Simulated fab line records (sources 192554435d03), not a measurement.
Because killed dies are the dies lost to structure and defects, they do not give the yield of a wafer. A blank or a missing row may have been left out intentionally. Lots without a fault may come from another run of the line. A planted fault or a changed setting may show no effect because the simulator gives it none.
Which tool was responsible?    flow n5-finfet    24 lots with 72 wafers sampled at 6 steps, on a route of 1938 steps

WHAT THE GAUGES SHOWED, per wafer
N5_SD_EPI_P_OVL_MEAS_10. Usual: SD_P_BLK_OVL typically reads -0.7 nm, with standard deviation 0.81.
lot   measured     on          SD_P_BLK_OVL (nm)  flag
L074  day 3 06:11  overlay-01  -1.3 -0.4 0.0      
L075  day 3 16:46  overlay-01  -0.6 0.2 -0.3      
L076  day 3 17:53  overlay-01  -1.6 0.3 -0.5      
L077  day 4 02:07  overlay-01  0.3 -0.6 0.2       
L078  day 4 07:59  overlay-02  -1.6 -0.3 -2.4     
L079  day 4 14:28  overlay-02  -0.5 -0.8 -0.1     
L080  day 4 17:56  overlay-02  -1.7 -0.8 -1.7     
L081  day 5 01:46  overlay-02  -1.3 -1.5 -1.0     
L082  day 5 05:22  overlay-02  -0.7 -1.1 -1.1     
L083  day 5 12:49  overlay-01  0.4 -0.2 -0.1      
L084  day 5 20:39  overlay-02  -1.0 -1.7 -1.1     
L085  day 6 01:46  overlay-02  -0.5 0.6 0.0       
L086  day 6 07:16  overlay-02  0.6 0.5 0.4        
L087  day 6 13:27  overlay-02  -1.3 -1.3 -1.8     
L088  day 6 18:28  overlay-02  -1.5 0.1 0.1       
L089  day 7 00:04  overlay-01  -0.5 -0.3 -1.4     
L090  day 7 06:09  overlay-01  -1.0 -0.9 0.0      
L091  day 7 11:51  overlay-02  -1.8 0.3 0.0       
L092  day 7 20:27  overlay-01  -1.3 -1.5 -1.7     
L093  day 7 23:01  overlay-01  -1.9 -0.5 -1.1     
L094  day 8 08:50  overlay-01  -0.1 -0.7 0.4      
L095  day 8 11:55  overlay-02  0.8 -1.1 -0.7      
L096  day 8 19:38  overlay-01  -1.5 -0.6 -0.7     
L097  day 8 23:43  overlay-02  0.5 -1.0 0.6       

N5_ILD0_INSPECT_06: inspects for defects (darkfield). Usual: raw-defect-count 37, standard deviation 15.
lot   measured     on                 raw-defect-count  flag
L074  day 3 18:49  defect-inspect-01  35 61 21          
L075  day 4 04:39  defect-inspect-02  37 19 38          
L076  day 4 05:19  defect-inspect-01  15 20 21          
L077  day 4 12:57  defect-inspect-01  40 53 33          
L078  day 4 19:06  defect-inspect-02  34 55 36          
L079  day 5 02:08  defect-inspect-01  56 33 43          
L080  day 5 05:46  defect-inspect-02  33 38 56          
L081  day 5 12:58  defect-inspect-02  19 32 36          
L082  day 5 18:43  defect-inspect-01  18 39 35          
L083  day 6 00:20  defect-inspect-01  58 35 64          
L084  day 6 07:34  defect-inspect-02  35 26 36          
L085  day 6 14:01  defect-inspect-01  27 68 43          
L086  day 6 18:11  defect-inspect-02  41 23 47          
L087  day 7 01:22  defect-inspect-02  28 21 36          
L088  day 7 06:58  defect-inspect-01  31 41 46          
L089  day 7 12:12  defect-inspect-02  40 22 39          
L090  day 7 18:05  defect-inspect-01  15 27 44          
L091  day 7 22:48  defect-inspect-02  33 19 51          
L092  day 8 07:18  defect-inspect-02  46 22 33          
L093  day 8 09:51  defect-inspect-02  34 20 37          
L094  day 8 20:29  defect-inspect-01  65 48 26          
L095  day 8 23:47  defect-inspect-01  18 24 9           
L096  day 9 06:26  defect-inspect-01  35 33 54          
L097  day 9 10:43  defect-inspect-01  35 18 36          

EACH LOT AND THE TOOL THAT RAN IT (in order: tool; ch and the chambers of the sampled wafers; start)
lot   N5_FIN_SAQP_RECESS_75              N5_FIN_SAQP_ETCH_69                N5_FIN_SAQP_SPACER2_ETCHBACK_29    N5_DUMMY_GATE_STRIP_41
L074  vapor-etch-01 ch 0,1, day 1 22:56  rie-diel-05 ch 0,1,3, day 2 00:59  rie-diel-03 ch 1,2,3, day 2 01:53  rie-diel-02 ch 0,2, day 2 22:23
L075  vapor-etch-02 ch 0,1, day 2 04:25  rie-diel-05 ch 1,2, day 2 07:15    rie-diel-06 ch 1,2,3, day 2 09:17  rie-diel-01 ch 0,1, day 3 09:23
L076  vapor-etch-01 ch 0,1, day 2 11:28  rie-diel-06 ch 0,2,3, day 2 13:32  rie-diel-03 ch 0,3, day 2 14:15    rie-diel-02 ch 0,1, day 3 10:59
L077  vapor-etch-02 ch 0,1, day 2 16:49  rie-diel-03 ch 1,2,3, day 2 19:08  rie-diel-05 ch 0,1,2, day 2 19:46  rie-diel-02 ch 0,1,3, day 3 18:13
L078  vapor-etch-01 ch 0,1, day 2 23:06  rie-diel-03 ch 2,3, day 3 01:09    rie-diel-03 ch 0,2,3, day 3 01:47  rie-diel-02 ch 0,2, day 4 01:02
L079  vapor-etch-02 ch 0,1, day 3 05:53  rie-diel-03 ch 1,2, day 3 07:56    rie-diel-03 ch 0,1,2, day 3 08:35  rie-diel-02 ch 0,1,2, day 4 06:26
L080  vapor-etch-01 ch 0,1, day 3 12:03  rie-diel-03 ch 0,2, day 3 14:08    rie-diel-03 ch 0,1, day 3 14:46    rie-diel-01 ch 0,1,2, day 4 11:13
L081  vapor-etch-02 ch 0,1, day 3 18:41  rie-diel-05 ch 2,3, day 3 20:38    rie-diel-06 ch 1,2,3, day 3 22:14  rie-diel-01 ch 1,2,3, day 4 19:44
L082  vapor-etch-02 ch 0,1, day 4 00:07  rie-diel-06 ch 1,2,3, day 4 02:08  rie-diel-03 ch 0,2, day 4 02:46    rie-diel-02 ch 0,1,3, day 4 23:02
L083  vapor-etch-01 ch 0,1, day 4 05:39  rie-diel-06 ch 1,2,3, day 4 07:40  rie-diel-06 ch 0,2,3, day 4 08:23  rie-diel-04 ch 0,3, day 5 05:08
L084  vapor-etch-02 ch 0,1, day 4 11:22  rie-diel-05 ch 0,1,3, day 4 13:43  rie-diel-05 ch 0,2,3, day 4 14:20  rie-diel-01 ch 0,1,3, day 5 14:30
L085  vapor-etch-01 ch 0,1, day 4 18:29  rie-diel-05 ch 0,1,3, day 4 20:38  rie-diel-06 ch 0,1,2, day 4 22:50  rie-diel-02 ch 1,2,3, day 5 19:26
L086  vapor-etch-02 ch 0,1, day 5 00:54  rie-diel-05 ch 0,1,3, day 5 03:11  rie-diel-03 ch 0,2,3, day 5 03:59  rie-diel-01 ch 1,2,3, day 6 01:00
L087  vapor-etch-01 ch 0,1, day 5 05:52  rie-diel-05 ch 0,1,2, day 5 08:01  rie-diel-05 ch 0,1,3, day 5 08:39  rie-diel-02 ch 0,3, day 6 07:13
L088  vapor-etch-02 ch 0,1, day 5 11:57  rie-diel-03 ch 0,1, day 5 14:17    rie-diel-05 ch 0,1,3, day 5 14:55  rie-diel-04 ch 2,3, day 6 11:29
L089  vapor-etch-01 ch 0,1, day 5 18:14  rie-diel-05 ch 0,1, day 5 20:34    rie-diel-06 ch 1,2,3, day 5 21:11  rie-diel-01 ch 1,2, day 6 17:19
L090  vapor-etch-01 ch 0,1, day 5 23:17  rie-diel-03 ch 0,2, day 6 01:25    rie-diel-06 ch 0,2,3, day 6 02:02  rie-diel-02 ch 1,2,3, day 6 22:59
L091  vapor-etch-01 ch 0,1, day 6 05:16  rie-diel-03 ch 0,2, day 6 07:21    rie-diel-05 ch 0,2, day 6 07:59    rie-diel-02 ch 0,3, day 7 04:01
L092  vapor-etch-01 ch 0,1, day 6 10:52  rie-diel-03 ch 2,3, day 6 13:32    rie-diel-03 ch 2,3, day 6 14:11    rie-diel-01 ch 0,2,3, day 7 14:04
L093  vapor-etch-02 ch 0,1, day 6 16:51  rie-diel-06 ch 1,2,3, day 6 18:59  rie-diel-03 ch 0,2, day 6 20:02    rie-diel-01 ch 0,2,3, day 7 16:30
L094  vapor-etch-02 ch 0,1, day 6 23:58  rie-diel-03 ch 0,2,3, day 7 02:48  rie-diel-06 ch 0,1,2, day 7 04:28  rie-diel-04 ch 0,1, day 8 01:38
L095  vapor-etch-01 ch 0,1, day 7 05:10  rie-diel-03 ch 0,2, day 7 08:26    rie-diel-03 ch 2,3, day 7 09:04    rie-diel-04 ch 0,1, day 8 05:40
L096  vapor-etch-02 ch 0,1, day 7 11:08  rie-diel-06 ch 2,3, day 7 13:14    rie-diel-06 ch 0,3, day 7 14:01    rie-diel-04 ch 0,2, day 8 12:34
L097  vapor-etch-02 ch 0,1, day 7 16:59  rie-diel-06 ch 0,1, day 7 19:01    rie-diel-06 ch 0,1, day 7 19:38    rie-diel-01 ch 0,1,3, day 8 16:21
- N5_FIN_SAQP_RECESS_75: chemistry HF/NH3, target SiO2, target depth 14.4 nm, afs cycles 3, sublimation time 60 s.
- N5_FIN_SAQP_ETCH_69: etches SOC in N2/H2, stops on SiNx, target depth 150 nm.
- N5_FIN_SAQP_SPACER2_ETCHBACK_29: etches SiO2 in CHF3/O2, target depth 12.2 nm, time 6.1 s.
- N5_DUMMY_GATE_STRIP_41: strips in O2.

AS READ BY THE TOOLS THEMSELVES (means over the sampled wafers that have a number; for cases with no such wafer, the mark the record gives instead)
N5_FIN_SAQP_RECESS_75. Usual: drypump-motor-current-A 5.6 A, standard deviation 0.42.
lot   tool           drypump-motor-current-A (A)  flag
L074  vapor-etch-01  5.9                          
L075  vapor-etch-02  5.3                          
L076  vapor-etch-01  6.1                          
L077  vapor-etch-02  5.2                          
L078  vapor-etch-01  6.1                          
L079  vapor-etch-02  5.2                          
L080  vapor-etch-01  6.1                          
L081  vapor-etch-02  5.3                          
L082  vapor-etch-02  5.2                          
L083  vapor-etch-01  6.0                          
L084  vapor-etch-02  5.2                          
L085  vapor-etch-01  6.1                          
L086  vapor-etch-02  5.3                          
L087  vapor-etch-01  6.1                          
L088  vapor-etch-02  5.3                          
L089  vapor-etch-01  6.1                          
L090  vapor-etch-01  6.0                          
L091  vapor-etch-01  5.9                          
L092  vapor-etch-01  6.0                          
L093  vapor-etch-02  5.2                          
L094  vapor-etch-02  5.2                          
L095  vapor-etch-01  6.2                          
L096  vapor-etch-02  5.3                          
L097  vapor-etch-02  5.2                          

N5_FIN_SAQP_ETCH_69. Usual: drypump-motor-current-A 5.7 A, standard deviation 0.41; oes-product-au 0.76 a.u., standard deviation 0.066; rf-vpp-V 240.6 V, standard deviation 1.2; showerhead-plenum-p-Torr 2.51 Torr, standard deviation 0.069; throttle-valve-pct 17.79 %, standard deviation 0.24.
lot   tool         drypump-motor-current-A (A)  oes-product-au (a.u.)  rf-vpp-V (V)  showerhead-plenum-p-Torr (Torr)  throttle-valve-pct (%)  flag
L074  rie-diel-05  5.4                          0.74                   240.8         2.53                             17.90                   
L075  rie-diel-05  5.4                          0.76                   241.1         2.58                             17.69                   
L076  rie-diel-06  5.7                          0.72                   240.7         2.49                             17.79                   
L077  rie-diel-03  5.7                          0.71                   240.3         2.53                             18.04                   
L078  rie-diel-03  6.0                          0.74                   239.5         2.47                             17.93                   
L079  rie-diel-03  5.9                          0.75                   240.6         2.51                             18.01                   
L080  rie-diel-03  6.1                          0.82                   239.5         2.47                             17.70                   
L081  rie-diel-05  5.5                          0.74                   241.1         2.60                             17.66                   
L082  rie-diel-06  5.8                          0.74                   240.0         2.47                             17.60                   
L083  rie-diel-06  5.8                          0.73                   239.7         2.46                             17.61                   
L084  rie-diel-05  5.4                          0.72                   240.4         2.52                             17.93                   
L085  rie-diel-05  5.4                          0.72                   240.0         2.52                             17.93                   
L086  rie-diel-05  5.3                          0.72                   240.2         2.52                             17.95                   
L087  rie-diel-05  5.5                          0.74                   240.1         2.57                             17.69                   
L088  rie-diel-03  5.8                          0.77                   240.6         2.51                             17.84                   
L089  rie-diel-05  5.5                          0.73                   240.2         2.53                             17.82                   
L090  rie-diel-03  6.2                          0.78                   240.6         2.45                             17.84                   
L091  rie-diel-03  6.2                          0.77                   239.5         2.45                             17.84                   
L092  rie-diel-03  5.8                          0.86                   240.1         2.48                             17.75                   
L093  rie-diel-06  5.8                          0.72                   240.4         2.46                             17.63                   
L094  rie-diel-03  6.0                          0.81                   240.0         2.46                             17.76                   
L095  rie-diel-03  6.2                          0.77                   239.1         2.45                             17.86                   
L096  rie-diel-06  6.0                          0.68                   239.2         2.40                             17.81                   
L097  rie-diel-06  5.1                          0.72                   241.0         2.59                             17.81                   

N5_FIN_SAQP_SPACER2_ETCHBACK_29. Usual: drypump-motor-current-A 5.7 A, standard deviation 0.43; oes-product-au 0.76 a.u., standard deviation 0.069; rf-vpp-V 525 V, standard deviation 10; showerhead-plenum-p-Torr 2.38 Torr, standard deviation 0.069; throttle-valve-pct 18.89 %, standard deviation 0.19.
lot   tool         drypump-motor-current-A (A)  oes-product-au (a.u.)  rf-vpp-V (V)  showerhead-plenum-p-Torr (Torr)  throttle-valve-pct (%)  flag
L074  rie-diel-03  5.7                          0.72                   531           2.39                             19.04                   
L075  rie-diel-06  5.8                          0.76                   518           2.34                             18.71                   
L076  rie-diel-03  5.8                          0.75                   527           2.37                             19.02                   
L077  rie-diel-05  5.5                          0.76                   524           2.45                             18.79                   
L078  rie-diel-03  6.0                          0.77                   525           2.36                             18.94                   
L079  rie-diel-03  5.9                          0.78                   529           2.38                             18.96                   
L080  rie-diel-03  5.8                          0.80                   529           2.40                             18.98                   
L081  rie-diel-06  5.8                          0.75                   517           2.34                             18.73                   
L082  rie-diel-03  6.1                          0.83                   522           2.34                             18.87                   
L083  rie-diel-06  5.7                          0.71                   523           2.36                             18.90                   
L084  rie-diel-05  5.5                          0.73                   527           2.43                             18.95                   
L085  rie-diel-06  5.4                          0.73                   522           2.40                             18.82                   
L086  rie-diel-03  6.0                          0.86                   525           2.35                             18.83                   
L087  rie-diel-05  5.4                          0.73                   521           2.39                             19.04                   
L088  rie-diel-05  5.4                          0.72                   522           2.39                             19.06                   
L089  rie-diel-06  5.8                          0.73                   517           2.33                             18.75                   
L090  rie-diel-06  5.7                          0.71                   525           2.35                             18.92                   
L091  rie-diel-05  5.7                          0.76                   529           2.47                             18.73                   
L092  rie-diel-03  5.8                          0.87                   527           2.35                             18.82                   
L093  rie-diel-03  6.2                          0.78                   522           2.32                             18.89                   
L094  rie-diel-06  5.4                          0.73                   523           2.39                             18.86                   
L095  rie-diel-03  5.8                          0.86                   527           2.34                             18.83                   
L096  rie-diel-06  5.5                          0.71                   533           2.42                             19.01                   
L097  rie-diel-06  5.3                          0.75                   527           2.43                             18.75                   

N5_DUMMY_GATE_STRIP_41. Usual: drypump-motor-current-A 5.6 A, standard deviation 0.5; oes-product-au 0.78 a.u., standard deviation 0.093; rf-vpp-V 3.7 V, standard deviation 0.51; showerhead-plenum-p-Torr 2.12 Torr, standard deviation 0.065; throttle-valve-pct 16.63 %, standard deviation 0.17.
lot   tool         drypump-motor-current-A (A)  oes-product-au (a.u.)  rf-vpp-V (V)  showerhead-plenum-p-Torr (Torr)  throttle-valve-pct (%)  flag
L074  rie-diel-02  6.0                          0.73                   3.6           2.13                             16.47                   
L075  rie-diel-01  5.5                          0.83                   3.9           2.18                             16.58                   
L076  rie-diel-02  6.2                          0.73                   3.6           2.16                             16.54                   
L077  rie-diel-02  5.7                          0.82                   4.0           2.13                             16.58                   
L078  rie-diel-02  5.6                          0.73                   3.8           2.11                             16.51                   
L079  rie-diel-02  5.7                          0.74                   4.1           2.14                             16.57                   
L080  rie-diel-01  5.6                          0.77                   3.2           2.13                             16.66                   
L081  rie-diel-01  5.7                          0.72                   3.1           2.11                             16.66                   
L082  rie-diel-02  5.7                          0.80                   3.8           2.13                             16.59                   
L083  rie-diel-04  5.7                          0.71                   3.5           2.02                             16.99                   
L084  rie-diel-01  5.7                          0.75                   3.9           2.15                             16.60                   
L085  rie-diel-02  5.2                          0.81                   3.6           2.11                             16.62                   
L086  rie-diel-01  5.7                          0.71                   3.7           2.11                             16.68                   
L087  rie-diel-02  5.5                          0.83                   3.2           2.08                             16.54                   
L088  rie-diel-04  5.5                          0.80                   4.1           2.07                             16.82                   
L089  rie-diel-01  5.6                          0.70                   3.2           2.08                             16.75                   
L090  rie-diel-02  5.2                          0.79                   3.3           2.10                             16.63                   
L091  rie-diel-02  6.0                          0.76                   3.8           2.11                             16.53                   
L092  rie-diel-01  5.5                          0.76                   3.5           2.16                             16.69                   
L093  rie-diel-01  5.5                          0.76                   3.2           2.16                             16.69                   
L094  rie-diel-04  5.2                          0.78                   3.7           2.11                             16.57                   
L095  rie-diel-04  5.3                          0.86                   3.9           2.08                             16.50                   
L096  rie-diel-04  4.9                          0.92                   3.5           2.17                             16.40                   
L097  rie-diel-01  5.7                          0.84                   3.9           2.15                             16.45                   

THE ANSWER, worked out from the rows above alone
Rule: lot off if the mean of its wafers having a number is beyond 3 standard deviations from the usual mean. A lot without any number at a reading at which 4 lots or more have one is off too. Any other lot the step has rows for is counted as sound. After the gauges, taken in route order, come the tools' own readings; for these a lot's mean is taken, as printed above. The first step at which some lot is off is used, and at that step the reading that is off furthest; a lot without a number counts as furthest.
Across all readings shown, no lot is off: no conclusion can be drawn from this.

WHAT THE SIMULATOR HAD PUT IN
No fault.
